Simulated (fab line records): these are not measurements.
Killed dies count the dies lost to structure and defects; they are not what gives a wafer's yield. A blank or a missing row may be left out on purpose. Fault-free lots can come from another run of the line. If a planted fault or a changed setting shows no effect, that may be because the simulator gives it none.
Problem report in the 8D (eight disciplines) form, filled by code | flow n5_finfet | the parts of the form that need people (team, actions taken, sign-off) are left out

## 1. THE PROBLEM
COMB_M11 at N5_BEOL_M15_RC_MEAS_101 reads a mean of 2.9e-11 S/m on 1 wafer of 1 lot; wafers without a fault read 1.5e-11 S/m with a standard deviation of 3.1e-12. That is +4.5 standard deviations from the usual mean.
Earliest sighting: wafer L514.5 on prober-01 at day 14 09:37. Wafers with a number at this step in the record: 15, from 5 lots. The rule behind "out" and "out of limits": a value lying over 4 standard deviations away from the usual mean. Any other wafer with a number is counted as sound.

## 2. WHAT IT IS, AND WHAT IT ISN'T
question                    | is                | is not
which readings at this step | COMB_M11          | COMB_M10, COMB_M12, COMB_M13, COMB_M14, COMB_M15, COMB_M15_max_site, COMB_M5, COMB_M6, COMB_M7, COMB_M8, COMB_M8_max_site, COMB_M9, SERP_M10, SERP_M11, SERP_M12, SERP_M13, SERP_M14, SERP_M5, SERP_M6, SERP_M7, SERP_M8, SERP_M9
which lots                  | L514              | L504, L505, L520, L521
which wafers of those lots  | L514.5            | L514.4, L514.6
read on which gauges        | prober-01         | prober-02
when                        | from day 14 09:37 | up to then (8 sound wafers); but 6 sound wafers of L520, L521 came after

## 3. THE SUSPECTS, EACH WITH WHAT RULES IT OUT
Counting: if a tool at a process step up to the reading ran every lot that is out, it stays a suspect. Sound lots after the first of them don't rule it out here, since some wafers of a struck lot are sound.
- the gauge at N5_BEOL_M15_RC_MEAS_101: kept. All the wafers that are out were read on prober-01, and no step on other tools shows them out.
- pvd_sputter-01 at N5_BEOL_M15_SPUTTER_45 (material Cu, target thk 100 nm, time 16.67 s): kept. It ran the lot that is out, L514 (day 14 08:01).
- rtp_anneal-02 at N5_BEOL_M15_ANNEAL_48 (time 90 s): kept. It ran the lot that is out, L514 (day 14 08:31).
- pecvd-04 at N5_BEOL_M15_DEP_53 (deposits SiCN from 3MS/NH3, target thk 50 nm, time 17.8 s): kept. The lot that is out, L514, ran on it at day 14 09:03; the last sound lot it ran before that was L505, at day 12 08:20.
- At N5_BEOL_M15_DEP_53, inside pecvd-04: chamber 0 took the wafers that are out, while their sound lot-mates went through chambers 1, 2.
Left after counting: pvd_sputter-01 at N5_BEOL_M15_SPUTTER_45, rtp_anneal-02 at N5_BEOL_M15_ANNEAL_48, pecvd-04 at N5_BEOL_M15_DEP_53, prober-01 at N5_BEOL_M15_RC_MEAS_101.

## 4. THE CAUSE (what the simulator had put in)
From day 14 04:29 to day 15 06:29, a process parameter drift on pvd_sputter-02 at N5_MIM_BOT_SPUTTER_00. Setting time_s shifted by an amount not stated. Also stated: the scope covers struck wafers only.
Counting did not keep it: at no step up to the reading does the record show it running every lot that is out.

## 5. THE EFFECT CHAIN, in route order
One row per reading whose mean, taken over the struck wafers that have a number, lies over 3 standard deviations from the usual. Only readings whose record carries a usual standard deviation are examined. hours: median over the lots of the time between each lot's start at the first step of this table that gives one and its start at this step. sigmas: the change, counted in usual standard deviations.
hours | step | reading | usual | on struck wafers | change | sigmas

## 6. HOW IT WOULD HAVE BEEN CAUGHT EARLIER
Counted from the fault's start at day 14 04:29, it took 5 hours until the first out-of-limits reading at a measuring or inspecting step in this record, taken at day 14 09:37.
